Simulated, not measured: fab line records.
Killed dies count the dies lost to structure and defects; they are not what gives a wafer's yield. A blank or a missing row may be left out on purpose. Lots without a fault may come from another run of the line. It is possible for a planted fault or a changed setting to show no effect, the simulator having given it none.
The tool behind it: which one? + flow n5Finfet + Sampling: 24 lots, 72 wafers, 6 of 1938 route steps

== WHAT EACH GAUGE READ, for each wafer ==
N5_BEOL_M1_CD_MEAS_28: target cd y 23.3 nm.
| lot  | measured     | on       | cdNm (nm)         |
|------|--------------|----------|-------------------|
| L074 | day 6 02:30  | cdSem-02 | 24.10 23.68 23.86 |
| L075 | day 6 06:11  | cdSem-03 | 23.65 23.70 23.84 |
| L076 | day 6 09:07  | cdSem-02 | 23.85 23.36 24.14 |
| L078 | day 7 00:34  | cdSem-03 | 24.08 24.15 24.18 |
| L077 | day 7 00:55  | cdSem-03 | 24.31 24.45 24.57 |
| L079 | day 7 13:59  | cdSem-01 | 23.57 24.18 23.87 |
| L080 | day 8 03:38  | cdSem-01 | 24.20 23.69 23.72 |
| L081 | day 8 04:33  | cdSem-02 | 24.03 23.60 24.04 |
| L082 | day 8 10:50  | cdSem-01 | 23.87 24.35 23.91 |
| L083 | day 8 18:44  | cdSem-01 | 23.81 23.70 23.67 |
| L085 | day 8 18:52  | cdSem-03 | 24.08 23.90 23.86 |
| L084 | day 8 22:45  | cdSem-02 | 23.99 24.15 23.98 |
| L086 | day 9 02:20  | cdSem-01 | 23.57 23.67 23.57 |
| L088 | day 9 15:20  | cdSem-03 | 23.96 24.00 24.01 |
| L087 | day 9 20:53  | cdSem-03 | 24.50 24.12 24.30 |
| L089 | day 10 06:11 | cdSem-03 | 23.56 23.87 23.85 |
| L090 | day 10 11:55 | cdSem-03 | 24.10 23.58 23.80 |
| L091 | day 10 18:50 | cdSem-03 | 23.89 24.02 23.91 |
| L092 | day 11 05:38 | cdSem-01 | 23.81 23.80 24.24 |
| L094 | day 11 05:58 | cdSem-03 | 23.87 23.65 24.33 |
| L093 | day 11 10:31 | cdSem-01 | 23.99 24.16 23.40 |
| L096 | day 11 14:13 | cdSem-01 | 23.66 23.98 23.96 |
| L095 | day 11 15:01 | cdSem-03 | 23.64 24.05 23.83 |
| L097 | day 12 00:34 | cdSem-01 | 23.85 23.69 23.98 |

N5_BEOL_M1_OVL_MEAS_29.
| lot  | measured     | on         | V0_OVL (nm)    |
|------|--------------|------------|----------------|
| L074 | day 6 02:32  | overlay-01 | -0.8 -1.7 -0.9 |
| L075 | day 6 06:14  | overlay-02 | 0.1 1.0 -0.6   |
| L076 | day 6 09:09  | overlay-02 | -0.8 -1.0 -0.5 |
| L078 | day 7 00:35  | overlay-02 | -0.3 -0.1 0.3  |
| L077 | day 7 00:57  | overlay-01 | 0.4 0.5 0.9    |
| L079 | day 7 14:01  | overlay-02 | -0.1 -1.4 -0.4 |
| L080 | day 8 03:40  | overlay-01 | -0.2 -1.3 -0.1 |
| L081 | day 8 04:35  | overlay-01 | -0.8 -1.2 -0.7 |
| L082 | day 8 10:52  | overlay-02 | -1.0 -1.0 0.2  |
| L083 | day 8 18:46  | overlay-02 | -0.5 -0.1 -0.4 |
| L085 | day 8 18:54  | overlay-02 | 0.7 0.3 0.2    |
| L084 | day 8 22:47  | overlay-02 | -0.7 0.1 -0.4  |
| L086 | day 9 02:22  | overlay-01 | -0.2 -0.3 -0.2 |
| L088 | day 9 15:23  | overlay-01 | -0.8 0.6 0.4   |
| L087 | day 9 20:55  | overlay-02 | 0.0 -0.1 -0.6  |
| L089 | day 10 06:13 | overlay-01 | -0.5 -0.6 -0.1 |
| L090 | day 10 11:56 | overlay-01 | 0.4 1.8 0.3    |
| L091 | day 10 18:52 | overlay-02 | -0.6 0.6 0.1   |
| L092 | day 11 05:40 | overlay-01 | 0.2 0.8 1.1    |
| L094 | day 11 06:00 | overlay-01 | -0.2 -0.8 -1.1 |
| L093 | day 11 10:33 | overlay-02 | -0.2 0.3 -0.7  |
| L096 | day 11 14:15 | overlay-02 | -0.6 1.0 0.1   |
| L095 | day 11 15:03 | overlay-01 | -1.0 -0.2 -0.8 |
| L097 | day 12 00:36 | overlay-01 | -0.6 0.4 1.4   |

N5_BEOL_M2_OVL_MEAS_12.
| lot  | measured     | on         | M2_OVL (nm)    |
|------|--------------|------------|----------------|
| L074 | day 7 01:52  | overlay-02 | 0.3 -0.4 0.0   |
| L075 | day 7 04:06  | overlay-01 | 0.5 -0.4 0.3   |
| L076 | day 7 07:05  | overlay-01 | -0.4 -1.0 -0.3 |
| L078 | day 7 11:31  | overlay-02 | 0.1 -0.2 -1.0  |
| L077 | day 7 10:40  | overlay-01 | 0.1 -0.2 -0.8  |
| L079 | day 8 02:49  | overlay-01 | -0.6 -0.6 0.1  |
| L080 | day 8 13:03  | overlay-01 | -0.3 -0.2 -0.7 |
| L081 | day 8 18:33  | overlay-01 | 0.0 0.0 0.3    |
| L082 | day 8 22:38  | overlay-02 | 0.4 0.5 0.4    |
| L083 | day 9 03:02  | overlay-01 | -0.1 0.0 -0.2  |
| L085 | day 9 03:16  | overlay-02 | -0.6 0.0 -0.9  |
| L084 | day 9 09:26  | overlay-02 | 0.3 0.0 0.7    |
| L086 | day 9 14:18  | overlay-01 | -0.7 -0.5 0.3  |
| L088 | day 10 00:37 | overlay-01 | 0.4 -0.7 -0.8  |
| L087 | day 10 12:50 | overlay-01 | 0.0 -0.1 -0.1  |
| L089 | day 10 14:01 | overlay-02 | -0.7 -1.2 -1.2 |
| L090 | day 11 01:38 | overlay-02 | -0.1 0.4 -0.2  |
| L091 | day 11 04:18 | overlay-01 | -0.3 -0.9 -0.6 |
| L092 | day 11 13:38 | overlay-01 | -0.4 0.1 -0.1  |
| L094 | day 11 23:19 | overlay-01 | 0.7 0.3 0.3    |
| L093 | day 11 23:36 | overlay-02 | -1.5 -0.2 -1.3 |
| L096 | day 12 02:27 | overlay-02 | 0.3 -0.2 0.1   |
| L095 | day 12 02:38 | overlay-02 | -1.0 -0.9 -0.9 |
| L097 | day 12 09:53 | overlay-01 | -0.2 0.2 0.4   |

== EACH LOT AND THE TOOL THAT RAN IT (in order: tool; ch and the chambers of the sampled wafers; start) ==
| lot  | N5_BEOL_M1_ETCH_77                | N5_BEOL_M1_STRIP_36               | N5_BEOL_M1_TRENCH_ETCH_37                    |
|------|-----------------------------------|-----------------------------------|----------------------------------------------|
| L074 | rieDiel-01 ch 1,2,3, day 6 02:40  | rieDiel-03 ch 0,2, day 6 13:49    | rieDiel-03 ch 0,2, day 7 01:52 or earlier    |
| L075 | rieDiel-02 ch 1,2,3, day 6 06:21  | rieDiel-03 ch 1,2,3, day 6 22:25  | rieDiel-03 ch 1,2,3, day 7 04:06 or earlier  |
| L076 | rieDiel-02 ch 1,2,3, day 6 09:16  | rieDiel-02 ch 0,3, day 6 22:32    | rieDiel-02 ch 0,3, day 7 07:05 or earlier    |
| L078 | rieDiel-03 ch 0,1,2, day 7 00:43  | rieDiel-03 ch 1,2,3, day 7 06:18  | rieDiel-03 ch 1,2,3, day 7 11:31 or earlier  |
| L077 | rieDiel-02 ch 0,1,3, day 7 01:21  | rieDiel-02 ch 1,2,3, day 7 02:58  | rieDiel-02 ch 1,2,3, day 7 10:40 or earlier  |
| L079 | rieDiel-02 ch 1,2,3, day 7 14:08  | rieDiel-03 ch 0,1,3, day 7 17:31  | rieDiel-03 ch 0,1,3, day 8 02:49 or earlier  |
| L080 | rieDiel-01 ch 0,1,3, day 8 04:31  | rieDiel-01 ch 0,1,3, day 8 05:15  | rieDiel-01 ch 0,1,3, day 8 13:03 or earlier  |
| L081 | rieDiel-02 ch 0,1,3, day 8 04:50  | rieDiel-03 ch 1,3, day 8 13:47    | rieDiel-03 ch 1,3, day 8 18:33 or earlier    |
| L082 | rieDiel-02 ch 1,2,3, day 8 11:00  | rieDiel-02 ch 0,1, day 8 17:05    | rieDiel-02 ch 0,1, day 8 22:38 or earlier    |
| L083 | rieDiel-02 ch 0,1,3, day 8 18:54  | rieDiel-01 ch 0,1,3, day 8 21:21  | rieDiel-01 ch 0,1,3, day 9 03:02 or earlier  |
| L085 | rieDiel-03 ch 0,3, day 8 19:01    | rieDiel-02 ch 0,1,3, day 8 21:37  | rieDiel-02 ch 0,1,3, day 9 03:16 or earlier  |
| L084 | rieDiel-02 ch 0,1,3, day 8 22:55  | rieDiel-01 ch 1,2,3, day 9 02:18  | rieDiel-01 ch 1,2,3, day 9 09:26 or earlier  |
| L086 | rieDiel-03 ch 0,2, day 9 02:37    | rieDiel-02 ch 0,3, day 9 08:07    | rieDiel-02 ch 0,3, day 9 14:18 or earlier    |
| L088 | rieDiel-02 ch 0,2,3, day 9 15:30  | rieDiel-02 ch 1,2,3, day 9 18:34  | rieDiel-02 ch 1,2,3, day 10 00:37 or earlier |
| L087 | rieDiel-03 ch 0,2,3, day 9 21:02  | rieDiel-01 ch 0,1,2, day 10 04:44 | rieDiel-01 ch 0,1,2, day 10 12:50 or earlier |
| L089 | rieDiel-01 ch 0,2, day 10 06:28   | rieDiel-03 ch 0,1,2, day 10 08:52 | rieDiel-03 ch 0,1,2, day 10 14:01 or earlier |
| L090 | rieDiel-01 ch 0,1,3, day 10 12:33 | rieDiel-03 ch 0,2,3, day 10 17:06 | rieDiel-03 ch 0,2,3, day 11 01:38 or earlier |
| L091 | rieDiel-03 ch 0,1,3, day 10 19:13 | rieDiel-01 ch 0,1, day 10 22:26   | rieDiel-01 ch 0,1, day 11 04:18 or earlier   |
| L092 | rieDiel-02 ch 0,2, day 11 05:51   | rieDiel-01 ch 0,3, day 11 08:56   | rieDiel-01 ch 0,3, day 11 13:38 or earlier   |
| L094 | rieDiel-02 ch 0,2,3, day 11 06:08 | rieDiel-02 ch 0,3, day 11 15:22   | rieDiel-02 ch 0,3, day 11 23:19 or earlier   |
| L093 | rieDiel-02 ch 0,3, day 11 10:40   | rieDiel-02 ch 0,1, day 11 17:40   | rieDiel-02 ch 0,1, day 11 23:36 or earlier   |
| L096 | rieDiel-03 ch 0,2,3, day 11 14:23 | rieDiel-02 ch 0,1, day 11 19:11   | rieDiel-02 ch 0,1, day 12 02:27 or earlier   |
| L095 | rieDiel-03 ch 0,3, day 11 15:11   | rieDiel-03 ch 0,2, day 11 19:22   | rieDiel-03 ch 0,2, day 12 02:38 or earlier   |
| L097 | rieDiel-03 ch 0,1, day 12 00:43   | rieDiel-01 ch 0,3, day 12 04:49   | rieDiel-01 ch 0,3, day 12 09:53 or earlier   |
- N5_BEOL_M1_ETCH_77: etches underlayer in N2/H2, target depth 6.5 nm, time 5.2 s.
- N5_BEOL_M1_STRIP_36: strips in N2/H2.
- N5_BEOL_M1_TRENCH_ETCH_37: etches SiOC in C4F6/O2, target depth 55.207 nm, time 29 s.

== WHAT THE TOOLS THEMSELVES READ (means of the sampled wafers that have a number; where no wafer has one, the mark that the record gives instead) ==
N5_BEOL_M1_ETCH_77.
| lot  | tool       | drypumpMotorCurrentA (A) | etchRfOnTimeS (s) | oesProductAu (a.u.) | rfVppV (V) | showerheadPlenumPTorr (Torr) | throttleValvePct (%) |
|------|------------|--------------------------|-------------------|---------------------|------------|------------------------------|----------------------|
| L074 | rieDiel-01 | 5.8                      | 5.08              | 0.65                | 523.1      | 2.51                         | 18.00                |
| L075 | rieDiel-02 | 5.6                      | 5.31              | 0.67                | 523.3      | 2.52                         | 17.80                |
| L076 | rieDiel-02 | 5.6                      | 5.32              | 0.67                | 523.3      | 2.52                         | 17.80                |
| L078 | rieDiel-03 | 5.5                      | 5.29              | 0.61                | 524.1      | 2.56                         | 18.37                |
| L077 | rieDiel-02 | 5.5                      | 5.27              | 0.65                | 523.1      | 2.54                         | 17.84                |
| L079 | rieDiel-02 | 5.6                      | 5.32              | 0.66                | 523.4      | 2.51                         | 17.81                |
| L080 | rieDiel-01 | 5.9                      | 5.09              | 0.64                | 522.0      | 2.46                         | 18.01                |
| L081 | rieDiel-02 | 5.5                      | 5.22              | 0.73                | 523.8      | 2.54                         | 17.71                |
| L082 | rieDiel-02 | 5.6                      | 5.32              | 0.65                | 521.3      | 2.51                         | 17.83                |
| L083 | rieDiel-02 | 5.5                      | 5.25              | 0.72                | 523.9      | 2.53                         | 17.72                |
| L085 | rieDiel-03 | 5.3                      | 5.41              | 0.63                | 524.5      | 2.58                         | 18.14                |
| L084 | rieDiel-02 | 5.5                      | 5.27              | 0.72                | 523.5      | 2.53                         | 17.73                |
| L086 | rieDiel-03 | 5.5                      | 5.21              | 0.71                | 524.1      | 2.59                         | 18.16                |
| L088 | rieDiel-02 | 5.6                      | 5.36              | 0.70                | 524.5      | 2.57                         | 17.65                |
| L087 | rieDiel-03 | 5.5                      | 5.29              | 0.70                | 523.4      | 2.52                         | 18.08                |
| L089 | rieDiel-01 | 6.2                      | 5.14              | 0.63                | 526.6      | 2.60                         | 17.65                |
| L090 | rieDiel-01 | 5.9                      | 5.05              | 0.63                | 520.7      | 2.45                         | 18.05                |
| L091 | rieDiel-03 | 5.2                      | 5.33              | 0.60                | 523.2      | 2.53                         | 18.23                |
| L092 | rieDiel-02 | 5.7                      | 5.35              | 0.72                | 524.7      | 2.58                         | 17.66                |
| L094 | rieDiel-02 | 5.6                      | 5.30              | 0.69                | 524.5      | 2.56                         | 17.67                |
| L093 | rieDiel-02 | 5.4                      | 5.14              | 0.72                | 524.8      | 2.57                         | 17.56                |
| L096 | rieDiel-03 | 5.5                      | 5.27              | 0.67                | 523.8      | 2.51                         | 18.10                |
| L095 | rieDiel-03 | 5.3                      | 5.41              | 0.61                | 524.2      | 2.57                         | 18.20                |
| L097 | rieDiel-03 | 5.3                      | 5.21              | 0.69                | 524.7      | 2.60                         | 18.22                |

N5_BEOL_M1_STRIP_36.
| lot  | tool       | biasPowerW (W) | drypumpMotorCurrentA (A) | oesProductAu (a.u.) | rfVppV (V) | showerheadPlenumPTorr (Torr) | throttleValvePct (%) |
|------|------------|----------------|--------------------------|---------------------|------------|------------------------------|----------------------|
| L074 | rieDiel-03 | 6.992          | 5.7                      | 0.71                | 57.6       | 2.54                         | 24.2                 |
| L075 | rieDiel-03 | 7.001          | 5.4                      | 0.71                | 59.6       | 2.48                         | 24.1                 |
| L076 | rieDiel-02 | 6.986          | 5.4                      | 0.77                | 60.6       | 2.57                         | 23.3                 |
| L078 | rieDiel-03 | 7.006          | 5.4                      | 0.72                | 59.8       | 2.48                         | 24.1                 |
| L077 | rieDiel-02 | 6.994          | 5.6                      | 0.79                | 58.3       | 2.51                         | 23.5                 |
| L079 | rieDiel-03 | 7.000          | 5.2                      | 0.72                | 59.1       | 2.54                         | 24.0                 |
| L080 | rieDiel-01 | 7.008          | 5.9                      | 0.73                | 59.8       | 2.45                         | 23.9                 |
| L081 | rieDiel-03 | 6.996          | 5.1                      | 0.70                | 59.4       | 2.49                         | 24.1                 |
| L082 | rieDiel-02 | 6.987          | 5.6                      | 0.83                | 57.9       | 2.49                         | 23.6                 |
| L083 | rieDiel-01 | 7.000          | 5.9                      | 0.73                | 59.2       | 2.45                         | 23.9                 |
| L085 | rieDiel-02 | 7.006          | 5.5                      | 0.83                | 58.5       | 2.53                         | 23.5                 |
| L084 | rieDiel-01 | 7.008          | 5.8                      | 0.74                | 59.1       | 2.49                         | 23.9                 |
| L086 | rieDiel-02 | 6.970          | 5.5                      | 0.90                | 59.2       | 2.59                         | 23.3                 |
| L088 | rieDiel-02 | 6.989          | 5.6                      | 0.77                | 59.5       | 2.50                         | 23.5                 |
| L087 | rieDiel-01 | 7.015          | 5.9                      | 0.73                | 59.3       | 2.53                         | 23.6                 |
| L089 | rieDiel-03 | 6.989          | 5.5                      | 0.78                | 58.4       | 2.55                         | 24.1                 |
| L090 | rieDiel-03 | 6.996          | 5.5                      | 0.80                | 59.9       | 2.51                         | 23.9                 |
| L091 | rieDiel-01 | 6.991          | 5.7                      | 0.74                | 59.0       | 2.45                         | 23.8                 |
| L092 | rieDiel-01 | 6.991          | 6.2                      | 0.70                | 56.8       | 2.43                         | 24.0                 |
| L094 | rieDiel-02 | 6.984          | 5.4                      | 0.84                | 59.1       | 2.56                         | 23.3                 |
| L093 | rieDiel-02 | 7.003          | 5.6                      | 0.85                | 59.2       | 2.54                         | 23.5                 |
| L096 | rieDiel-02 | 7.027          | 5.6                      | 0.86                | 59.1       | 2.54                         | 23.5                 |
| L095 | rieDiel-03 | 7.012          | 5.6                      | 0.78                | 58.9       | 2.58                         | 24.0                 |
| L097 | rieDiel-01 | 7.016          | 6.3                      | 0.69                | 59.6       | 2.46                         | 23.6                 |

N5_BEOL_M1_TRENCH_ETCH_37.
| lot  | tool       | drypumpMotorCurrentA (A) | oesProductAu (a.u.) | rfVppV (V) | showerheadPlenumPTorr (Torr) | throttleValvePct (%) |
|------|------------|--------------------------|---------------------|------------|------------------------------|----------------------|
| L074 | rieDiel-03 | 5.7                      | 0.72                | 658        | 2.82                         | 21.15                |
| L075 | rieDiel-03 | 5.4                      | 0.71                | 648        | 2.77                         | 21.16                |
| L076 | rieDiel-02 | 5.4                      | 0.79                | 674        | 2.90                         | 20.76                |
| L078 | rieDiel-03 | 5.4                      | 0.71                | 648        | 2.77                         | 21.16                |
| L077 | rieDiel-02 | 5.6                      | 0.78                | 663        | 2.83                         | 20.93                |
| L079 | rieDiel-03 | 5.2                      | 0.73                | 656        | 2.83                         | 21.12                |
| L080 | rieDiel-01 | 5.9                      | 0.74                | 674        | 2.75                         | 20.94                |
| L081 | rieDiel-03 | 5.1                      | 0.70                | 649        | 2.79                         | 21.22                |
| L082 | rieDiel-02 | 5.6                      | 0.82                | 658        | 2.80                         | 20.99                |
| L083 | rieDiel-01 | 5.9                      | 0.74                | 674        | 2.74                         | 20.94                |
| L085 | rieDiel-02 | 5.5                      | 0.84                | 666        | 2.85                         | 20.84                |
| L084 | rieDiel-01 | 5.8                      | 0.74                | 669        | 2.78                         | 20.92                |
| L086 | rieDiel-02 | 5.5                      | 0.89                | 672        | 2.91                         | 20.65                |
| L088 | rieDiel-02 | 5.6                      | 0.76                | 663        | 2.82                         | 20.97                |
| L087 | rieDiel-01 | 5.9                      | 0.74                | 681        | 2.81                         | 20.67                |
| L089 | rieDiel-03 | 5.5                      | 0.79                | 661        | 2.83                         | 21.07                |
| L090 | rieDiel-03 | 5.5                      | 0.81                | 653        | 2.80                         | 20.97                |
| L091 | rieDiel-01 | 5.7                      | 0.74                | 689        | 2.74                         | 20.83                |
| L092 | rieDiel-01 | 6.2                      | 0.71                | 659        | 2.74                         | 21.12                |
| L094 | rieDiel-02 | 5.5                      | 0.85                | 673        | 2.89                         | 20.69                |
| L093 | rieDiel-02 | 5.6                      | 0.86                | 664        | 2.86                         | 20.81                |
| L096 | rieDiel-02 | 5.6                      | 0.86                | 665        | 2.86                         | 20.81                |
| L095 | rieDiel-03 | 5.6                      | 0.79                | 666        | 2.86                         | 21.03                |
| L097 | rieDiel-01 | 6.3                      | 0.71                | 671        | 2.76                         | 20.86                |

== THE ANSWER, worked out from the rows above alone ==
Rule: what is usual is taken from the lots themselves. The widest of any qualifying gaps counts: lots, ordered by their means at a reading, are off when they make up no more than a third of the lots, leave a main group of 4 or more, and stand apart from it by 3 or more times the standard deviation of that group's means. Not used: any main group whose means are identical at the precision the tables above print for the reading. A lot without any number at a reading at which 4 lots or more have one is off too. All remaining lots with rows at the step are treated as sound. After the gauges, taken in route order, come the tools' own readings; for these a lot's mean is taken, as printed above. At the first step where some lot is off, the reading lying furthest off is the one used; lots without a number count as furthest.
No lot is off at any reading shown: from this, nothing can be told.

== WHAT THE SIMULATOR HAD PUT IN ==
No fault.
